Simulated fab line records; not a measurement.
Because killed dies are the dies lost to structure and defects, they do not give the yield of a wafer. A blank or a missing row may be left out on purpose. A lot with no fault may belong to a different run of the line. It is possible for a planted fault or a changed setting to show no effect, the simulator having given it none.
Which tool did it? :: flow nandHarc :: Sampling: 11 lots, 33 wafers, 7 of 1302 route steps

WHAT EACH GAUGE READ, for each wafer
NHARC_A_ONON_D1_THK_MEAS_34: measures by ellipsometry.
lot: L550
measured: day 10 06:05
on: filmMetro-02
thkNm (nm): 200.3 195.3 196.1

lot: L553
measured: day 11 12:59
on: filmMetro-02
thkNm (nm): 200.3 200.7 199.6

lot: L556
measured: day 12 04:10
on: filmMetro-01
thkNm (nm): 196.6 203.3 201.5

lot: L558
measured: day 13 06:01
on: filmMetro-02
thkNm (nm): 202.2 199.9 205.6

lot: L559
measured: day 13 06:02
on: filmMetro-01
thkNm (nm): 198.2 197.8 202.3

lot: L557
measured: day 13 06:06
on: filmMetro-02
thkNm (nm): 198.0 200.9 201.7

lot: L565
measured: day 16 15:18
on: filmMetro-01
thkNm (nm): 198.3 197.7 206.1

lot: L567
measured: day 16 23:06
on: filmMetro-01
thkNm (nm): 197.7 199.5 198.5

lot: L566
measured: day 16 23:07
on: filmMetro-01
thkNm (nm): 199.1 201.5 201.5

lot: L569
measured: day 17 14:50
on: filmMetro-02
thkNm (nm): 198.0 200.6 198.8

lot: L568
measured: day 17 14:50
on: filmMetro-01
thkNm (nm): 199.6 196.3 200.5

NHARC_A_CHANNEL_HOLE_D1_CD_MEAS_10: target cd 100 nm.
lot: L550
measured: day 10 09:10
on: cdSem-02
cdNm (nm): 100.2 100.3 99.9

lot: L553
measured: day 11 19:02
on: cdSem-03
cdNm (nm): 99.5 99.8 99.5

lot: L556
measured: day 12 07:59
on: cdSem-03
cdNm (nm): 99.5 99.4 99.1

lot: L558
measured: day 13 09:05
on: cdSem-02
cdNm (nm): 100.1 99.9 99.6

lot: L559
measured: day 13 09:14
on: cdSem-03
cdNm (nm): 100.4 99.9 100.9

lot: L557
measured: day 13 10:28
on: cdSem-01
cdNm (nm): 100.3 100.1 100.7

lot: L565
measured: day 16 19:07
on: cdSem-01
cdNm (nm): 99.7 99.5 100.2

lot: L567
measured: day 17 01:45
on: cdSem-01
cdNm (nm): 99.4 99.3 98.9

lot: L566
measured: day 17 02:53
on: cdSem-01
cdNm (nm): 100.5 100.2 100.4

lot: L569
measured: day 17 17:28
on: cdSem-01
cdNm (nm): 99.5 99.4 99.0

lot: L568
measured: day 17 18:16
on: cdSem-03
cdNm (nm): 99.7 100.6 99.6

NHARC_A_CHANNEL_HOLE_D1_INSPECT_12.
lot: L550
measured: day 10 09:17
on: defectInspect-01
rawDefectCount: 8 5 9

lot: L553
measured: day 11 19:09
on: defectInspect-02
rawDefectCount: 6 4 9

lot: L556
measured: day 12 08:07
on: defectInspect-01
rawDefectCount: 6 3 4

lot: L558
measured: day 13 09:13
on: defectInspect-02
rawDefectCount: 399 435 490

lot: L559
measured: day 13 09:22
on: defectInspect-01
rawDefectCount: 10 3 4

lot: L557
measured: day 13 10:35
on: defectInspect-02
rawDefectCount: 429 462 467

lot: L565
measured: day 16 19:15
on: defectInspect-02
rawDefectCount: 6 8 8

lot: L567
measured: day 17 01:52
on: defectInspect-02
rawDefectCount: 9 2 7

lot: L566
measured: day 17 03:00
on: defectInspect-02
rawDefectCount: 6 10 6

lot: L569
measured: day 17 17:35
on: defectInspect-01
rawDefectCount: 3 4 7

lot: L568
measured: day 17 18:23
on: defectInspect-01
rawDefectCount: 3 7 4

NHARC_A_CHANNEL_HOLE_D1_INSPECT_40.
lot: L550
measured: day 10 16:20
on: defectInspect-01
rawDefectCount: 39 52 37

lot: L553
measured: day 12 02:07
on: defectInspect-02
rawDefectCount: 73 90 99

lot: L556
measured: day 12 17:07
on: defectInspect-02
rawDefectCount: 52 38 52

lot: L558
measured: day 14 01:12
on: defectInspect-01
rawDefectCount: 471 532 590

lot: L559
measured: day 13 16:25
on: defectInspect-02
rawDefectCount: 95 95 89

lot: L557
measured: day 13 18:17
on: defectInspect-02
rawDefectCount: 469 513 539

lot: L565
measured: day 17 02:11
on: defectInspect-02
rawDefectCount: 78 76 58

lot: L567
measured: day 17 14:39
on: defectInspect-02
rawDefectCount: 62 83 85

lot: L566
measured: day 17 15:46
on: defectInspect-02
rawDefectCount: 33 31 54

lot: L569
measured: day 18 00:32
on: defectInspect-01
rawDefectCount: 33 37 36

lot: L568
measured: day 18 02:28
on: defectInspect-01
rawDefectCount: 63 59 68

NHARC_END_SORT_01.
lot: L553
measured: day 27 21:18
on: prober-02
killedAtArray: 56 57 56
killedAtOther: 0 0 0
killedAtPeriphery: 9 7 4
killedDies: 65 64 60
killedOpen: 6 4 2
killedShort: 1 4 1

lot: L556
measured: day 28 06:17
on: prober-01
killedAtArray: 34 42 37
killedAtOther: 3 2 1
killedAtPeriphery: 6 4 2
killedDies: 43 48 40
killedOpen: 1 7 1
killedShort: 3 4 4

lot: L558
measured: day 29 06:05
on: prober-01
killedAtArray: 156 143 150
killedAtOther: 1 0 0
killedAtPeriphery: 1 0 3
killedDies: 158 143 153
killedOpen: 1 1 5
killedShort: 1 1 2

lot: L557
measured: day 29 14:40
on: prober-01
killedAtArray: 131 112 112
killedAtOther: 0 0 2
killedAtPeriphery: 4 3 7
killedDies: 135 115 121
killedOpen: 5 2 2
killedShort: 2 1 1

TOOL THAT RAN EACH LOT (tool first, then ch and the chambers of the sampled wafers, then the start)
lot: L550
NHARC_A_CHANNEL_HOLE_D1_DEP_01: pecvd-01 ch 0,1, day 10 08:26
NHARC_A_CHANNEL_HOLE_D1_ETCH_20: harEtch-01 ch 0,1, day 10 10:44

lot: L553
NHARC_A_CHANNEL_HOLE_D1_DEP_01: pecvd-02 ch 1,2, day 11 18:19
NHARC_A_CHANNEL_HOLE_D1_ETCH_20: harEtch-02 ch 0,1, day 11 20:33

lot: L556
NHARC_A_CHANNEL_HOLE_D1_DEP_01: pecvd-01 ch 0,1,2, day 12 07:23
NHARC_A_CHANNEL_HOLE_D1_ETCH_20: harEtch-01 ch 0,1, day 12 11:37

lot: L558
NHARC_A_CHANNEL_HOLE_D1_DEP_01: pecvd-01 ch 0,2, day 13 08:19
NHARC_A_CHANNEL_HOLE_D1_ETCH_20: harEtch-02 ch 0, day 13 15:27

lot: L559
NHARC_A_CHANNEL_HOLE_D1_DEP_01: pecvd-02 ch 0,1, day 13 08:25
NHARC_A_CHANNEL_HOLE_D1_ETCH_20: harEtch-02 ch 0,1, day 13 10:52

lot: L557
NHARC_A_CHANNEL_HOLE_D1_DEP_01: pecvd-01 ch 0,2, day 13 09:39
NHARC_A_CHANNEL_HOLE_D1_ETCH_20: harEtch-01 ch 0,1, day 13 12:37

lot: L565
NHARC_A_CHANNEL_HOLE_D1_DEP_01: pecvd-01 ch 1,2, day 16 18:26
NHARC_A_CHANNEL_HOLE_D1_ETCH_20: harEtch-01 ch 0,1, day 16 20:37

lot: L567
NHARC_A_CHANNEL_HOLE_D1_DEP_01: pecvd-03 ch 0,1,2, day 17 01:13
NHARC_A_CHANNEL_HOLE_D1_ETCH_20: harEtch-01 ch 0,1, day 17 09:09

lot: L566
NHARC_A_CHANNEL_HOLE_D1_DEP_01: pecvd-01 ch 0,2, day 17 02:10
NHARC_A_CHANNEL_HOLE_D1_ETCH_20: harEtch-02 ch 0,1, day 17 10:10

lot: L569
NHARC_A_CHANNEL_HOLE_D1_DEP_01: pecvd-01 ch 0,1, day 17 16:53
NHARC_A_CHANNEL_HOLE_D1_ETCH_20: harEtch-02 ch 0, day 17 18:59

lot: L568
NHARC_A_CHANNEL_HOLE_D1_DEP_01: pecvd-02 ch 0,2, day 17 17:32
NHARC_A_CHANNEL_HOLE_D1_ETCH_20: harEtch-01 ch 1, day 17 20:53
- NHARC_A_CHANNEL_HOLE_D1_DEP_01: deposits SiON, target thk 140 nm.
- NHARC_A_CHANNEL_HOLE_D1_ETCH_20: etches the open film in C4F8/O2/Ar, time 361.9 s, target depth 1600 nm.

WHAT THE TOOLS THEMSELVES READ (means of the sampled wafers that have a number; where no wafer has one, the mark that the record gives instead)
NHARC_A_CHANNEL_HOLE_D1_DEP_01.
lot: L550
tool: pecvd-01
heaterPowerW (W): 699

lot: L553
tool: pecvd-02
heaterPowerW (W): 829

lot: L556
tool: pecvd-01
heaterPowerW (W): 712

lot: L558
tool: pecvd-01
heaterPowerW (W): 717

lot: L559
tool: pecvd-02
heaterPowerW (W): 676

lot: L557
tool: pecvd-01
heaterPowerW (W): 676

lot: L565
tool: pecvd-01
heaterPowerW (W): 728

lot: L567
tool: pecvd-03
heaterPowerW (W): 752

lot: L566
tool: pecvd-01
heaterPowerW (W): 655

lot: L569
tool: pecvd-01
heaterPowerW (W): 734

lot: L568
tool: pecvd-02
heaterPowerW (W): 830

NHARC_A_CHANNEL_HOLE_D1_ETCH_20.
lot: L550
tool: harEtch-01
drypumpMotorCurrentA (A): 5.78
o2FlowSccm (sccm): 35.72
showerheadPlenumPTorr (Torr): 3.57
tempC (C): -20.20
throttleValvePct (%): 32.163

lot: L553
tool: harEtch-02
drypumpMotorCurrentA (A): 5.90
o2FlowSccm (sccm): 35.72
showerheadPlenumPTorr (Torr): 3.46
tempC (C): -20.07
throttleValvePct (%): 32.148

lot: L556
tool: harEtch-01
drypumpMotorCurrentA (A): 5.92
o2FlowSccm (sccm): 35.66
showerheadPlenumPTorr (Torr): 3.52
tempC (C): -20.00
throttleValvePct (%): 32.151

lot: L558
tool: harEtch-02
drypumpMotorCurrentA (A): 5.71
o2FlowSccm (sccm): 35.68
showerheadPlenumPTorr (Torr): 3.57
tempC (C): -19.99
throttleValvePct (%): 32.155

lot: L559
tool: harEtch-02
drypumpMotorCurrentA (A): 5.88
o2FlowSccm (sccm): 35.76
showerheadPlenumPTorr (Torr): 3.45
tempC (C): -20.03
throttleValvePct (%): 32.163

lot: L557
tool: harEtch-01
drypumpMotorCurrentA (A): 5.91
o2FlowSccm (sccm): 35.85
showerheadPlenumPTorr (Torr): 3.51
tempC (C): -19.94
throttleValvePct (%): 32.155

lot: L565
tool: harEtch-01
drypumpMotorCurrentA (A): 5.76
o2FlowSccm (sccm): 35.71
showerheadPlenumPTorr (Torr): 3.52
tempC (C): -19.92
throttleValvePct (%): 32.158

lot: L567
tool: harEtch-01
drypumpMotorCurrentA (A): 5.91
o2FlowSccm (sccm): 35.69
showerheadPlenumPTorr (Torr): 3.48
tempC (C): -19.91
throttleValvePct (%): 32.149

lot: L566
tool: harEtch-02
drypumpMotorCurrentA (A): 5.90
o2FlowSccm (sccm): 35.63
showerheadPlenumPTorr (Torr): 3.92
tempC (C): -20.02
throttleValvePct (%): 32.152

lot: L569
tool: harEtch-02
drypumpMotorCurrentA (A): 5.71
o2FlowSccm (sccm): 35.63
showerheadPlenumPTorr (Torr): 3.93
tempC (C): -20.02
throttleValvePct (%): 32.155

lot: L568
tool: harEtch-01
drypumpMotorCurrentA (A): 5.64
o2FlowSccm (sccm): 35.63
showerheadPlenumPTorr (Torr): 3.53
tempC (C): -20.02
throttleValvePct (%): 32.154

THE ANSWER, worked out from the rows above alone
Rule: usual is defined by the lots themselves. The widest of any qualifying gaps counts: lots, ordered by their means at a reading, are off when they make up no more than a third of the lots, leave a main group of 4 or more, and stand apart from it by 3 or more times the standard deviation of that group's means. A main group is skipped when, at the precision printed for the reading in the tables above, its means are all equal. Also off: a lot with no number at a reading for which 4 or more lots have one. All remaining lots with rows at the step are treated as sound. After the gauges, taken in route order, come the tools' own readings; for these a lot's mean is taken, as printed above. At the first step where some lot is off, the reading lying furthest off is the one used; lots without a number count as furthest.
Off, at NHARC_A_CHANNEL_HOLE_D1_INSPECT_12 on rawDefectCount: L558, L557. The main group: mean 6.0, standard deviation 1.1.
A tool fits if, at a process step before that reading, it ran every lot that is off, and no sound lot after the first of them. Gauges at NHARC_A_CHANNEL_HOLE_D1_INSPECT_12: tried the same way as those tools. Not one of the candidates tried fits.

WHAT THE SIMULATOR HAD PUT IN
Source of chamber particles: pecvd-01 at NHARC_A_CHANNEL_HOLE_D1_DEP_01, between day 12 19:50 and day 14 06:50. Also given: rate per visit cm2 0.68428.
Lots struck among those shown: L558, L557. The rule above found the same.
